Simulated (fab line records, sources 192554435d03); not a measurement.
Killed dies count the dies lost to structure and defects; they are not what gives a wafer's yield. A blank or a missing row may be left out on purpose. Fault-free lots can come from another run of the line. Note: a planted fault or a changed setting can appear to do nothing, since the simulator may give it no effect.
Chamber matching	flow n5Finfet	rieDiel-06 running N5_GATE_CUT_DESCUM_18: 4 sister chambers
The step chemistry O2, time 7 s. 14 wafers are shown with their chamber, then 7 later ones without.

## WAFERS PAIRED WITH THEIR CHAMBERS
wafer	chamber	showerheadPlenumPTorr (Torr)	throttleValvePct (%)	oesProductAu (a.u.)
L080.2	0	2.07	20.19	0.71
L080.3	2	2.07	20.66	0.71
L080.6	3	2.04	20.57	0.82
L083.1	3	2.03	20.59	0.81
L083.4	0	2.07	20.25	0.70
L083.6	1	2.04	20.38	0.83
L089.3	1	2.04	20.41	0.81
L089.4	2	2.07	20.67	0.70
L089.6	2	2.07	20.68	0.70
L090.1	3	2.03	20.62	0.81
L090.5	1	2.04	20.40	0.82
L090.6	2	2.07	20.68	0.70
L091.2	2	2.07	20.67	0.70
L091.3	3	2.03	20.61	0.79

SIGNATURES (means of the wafers above)
reading	chamber 0	chamber 1	chamber 2	chamber 3	scatter within a chamber
showerheadPlenumPTorr	2.0700	2.0400	2.0700	2.0325	0.00274
throttleValvePct	20.2200	20.3967	20.6720	20.5975	0.0201
oesProductAu	0.7050	0.8200	0.7020	0.8075	0.00897
Rule: a wafer lies at a distance from a chamber equal to the root of the sum of squares, over the readings, of (its reading less the chamber's mean, divided by the reading's scatter). If the next closest chamber is less than 2 further off than the closest, the wafer can't be placed; otherwise it belongs to the closest. The scatter: take each reading less its chamber's mean, square it, sum over the shown wafers, divide by the number of wafers less the number of chambers, and take the root.

## WAFERS WITH NO CHAMBER GIVEN
wafer	showerheadPlenumPTorr (Torr)	throttleValvePct (%)	oesProductAu (a.u.)
L091.4	2.04	20.42	0.81
L092.2	2.07	20.25	0.69
L092.4	2.04	20.40	0.81
L092.5	2.04	20.42	0.81
L096.2	2.06	20.68	0.69
L096.4	2.07	20.25	0.69
L096.6	2.06	20.68	0.69

## THE CHAMBER EACH PASSED THROUGH
wafer	from the rows above	in truth
L091.4	1	1
L092.2	0	0
L092.4	1	1
L092.5	1	1
L096.2	2	2
L096.4	0	0
L096.6	2	2
7 of 7 placed correctly. Number that these rows cannot place: 0. Number placed wrongly: 0.
